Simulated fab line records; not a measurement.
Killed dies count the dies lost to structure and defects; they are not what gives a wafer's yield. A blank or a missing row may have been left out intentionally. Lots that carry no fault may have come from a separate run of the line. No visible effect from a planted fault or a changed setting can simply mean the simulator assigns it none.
Chamber matching + flow n5_finfet + rie_diel-02 running N5_BEOL_M10_STRIP_67: 4 sister chambers
The step strips in CF4. 22 wafers are shown with their chamber, then 11 later ones without.

== WAFERS WITH THEIR CHAMBER ==
| wafer  | chamber | showerhead_plenum_p_Torr (Torr) | drypump_motor_current_A (A) | throttle_valve_pct (%) |
|--------|---------|---------------------------------|-----------------------------|------------------------|
| L074.1 | 1       | 1.82                            | 6.3                         | 13.57                  |
| L074.2 | 0       | 1.77                            | 5.9                         | 13.69                  |
| L074.3 | 2       | 1.82                            | 6.0                         | 13.43                  |
| L075.2 | 1       | 1.82                            | 6.3                         | 13.58                  |
| L075.3 | 2       | 1.82                            | 6.0                         | 13.43                  |
| L075.6 | 2       | 1.82                            | 6.0                         | 13.44                  |
| L080.2 | 3       | 1.84                            | 5.6                         | 13.82                  |
| L080.3 | 0       | 1.77                            | 5.9                         | 13.75                  |
| L080.6 | 1       | 1.82                            | 6.3                         | 13.62                  |
| L081.1 | 0       | 1.76                            | 5.9                         | 13.74                  |
| L081.3 | 2       | 1.82                            | 6.0                         | 13.45                  |
| L081.6 | 2       | 1.82                            | 6.0                         | 13.45                  |
| L084.1 | 1       | 1.82                            | 6.2                         | 13.65                  |
| L084.2 | 2       | 1.82                            | 6.0                         | 13.46                  |
| L084.4 | 2       | 1.82                            | 6.0                         | 13.45                  |
| L086.2 | 2       | 1.82                            | 6.0                         | 13.47                  |
| L086.3 | 1       | 1.82                            | 6.2                         | 13.65                  |
| L086.4 | 2       | 1.82                            | 6.1                         | 13.47                  |
| L085.1 | 2       | 1.82                            | 6.0                         | 13.47                  |
| L085.4 | 1       | 1.81                            | 6.3                         | 13.66                  |
| L085.5 | 3       | 1.84                            | 5.7                         | 13.28                  |
| L089.2 | 1       | 1.81                            | 6.3                         | 13.68                  |

SIGNATURES (averages over the wafers above)
| reading                  | chamber 0 | chamber 1 | chamber 2 | chamber 3 | scatter within a chamber |
|--------------------------|-----------|-----------|-----------|-----------|--------------------------|
| showerhead_plenum_p_Torr | 1.7667    | 1.8171    | 1.8200    | 1.8400    | 0.00341                  |
| drypump_motor_current_A  | 5.900     | 6.271     | 6.010     | 5.650     | 0.0396                   |
| throttle_valve_pct       | 13.7267   | 13.6300   | 13.4520   | 13.5500   | 0.0944                   |
Rule: for a wafer and a chamber, the distance is found by dividing, reading by reading, the gap between the wafer's reading and the chamber's mean by the reading's scatter, squaring, summing and taking the root. If the next closest chamber is less than 2 further off than the closest, the wafer can't be placed; otherwise it belongs to the closest. How the scatter is found: for the shown wafers, subtract from each reading the mean of its chamber, square and add these, divide the total by (wafers less chambers), then take the root.

== WAFERS WHOSE CHAMBER IS MISSING ==
| wafer  | showerhead_plenum_p_Torr (Torr) | drypump_motor_current_A (A) | throttle_valve_pct (%) |
|--------|---------------------------------|-----------------------------|------------------------|
| L089.3 | 1.76                            | 5.9                         | 13.79                  |
| L089.6 | 1.84                            | 5.6                         | 13.27                  |
| L092.1 | 1.76                            | 5.9                         | 13.80                  |
| L092.2 | 1.81                            | 6.0                         | 13.49                  |
| L092.4 | 1.84                            | 5.6                         | 13.27                  |
| L095.2 | 1.81                            | 6.3                         | 13.69                  |
| L095.3 | 1.83                            | 5.6                         | 13.32                  |
| L095.5 | 1.83                            | 5.6                         | 13.29                  |
| L097.3 | 1.83                            | 5.6                         | 13.30                  |
| L097.4 | 1.81                            | 6.0                         | 13.53                  |
| L097.6 | 1.83                            | 5.6                         | 13.32                  |

== THE CHAMBER EACH PASSED THROUGH ==
| wafer  | from the rows above | in truth |
|--------|---------------------|----------|
| L089.3 | 0                   | 0        |
| L089.6 | 3                   | 3        |
| L092.1 | 0                   | 0        |
| L092.2 | 2                   | 2        |
| L092.4 | 3                   | 3        |
| L095.2 | 1                   | 1        |
| L095.3 | 3                   | 3        |
| L095.5 | 3                   | 3        |
| L097.3 | 3                   | 3        |
| L097.4 | 2                   | 2        |
| L097.6 | 3                   | 3        |
Correct placement for 11 of the 11. Not placeable from these rows: 0. 0 placed wrongly.
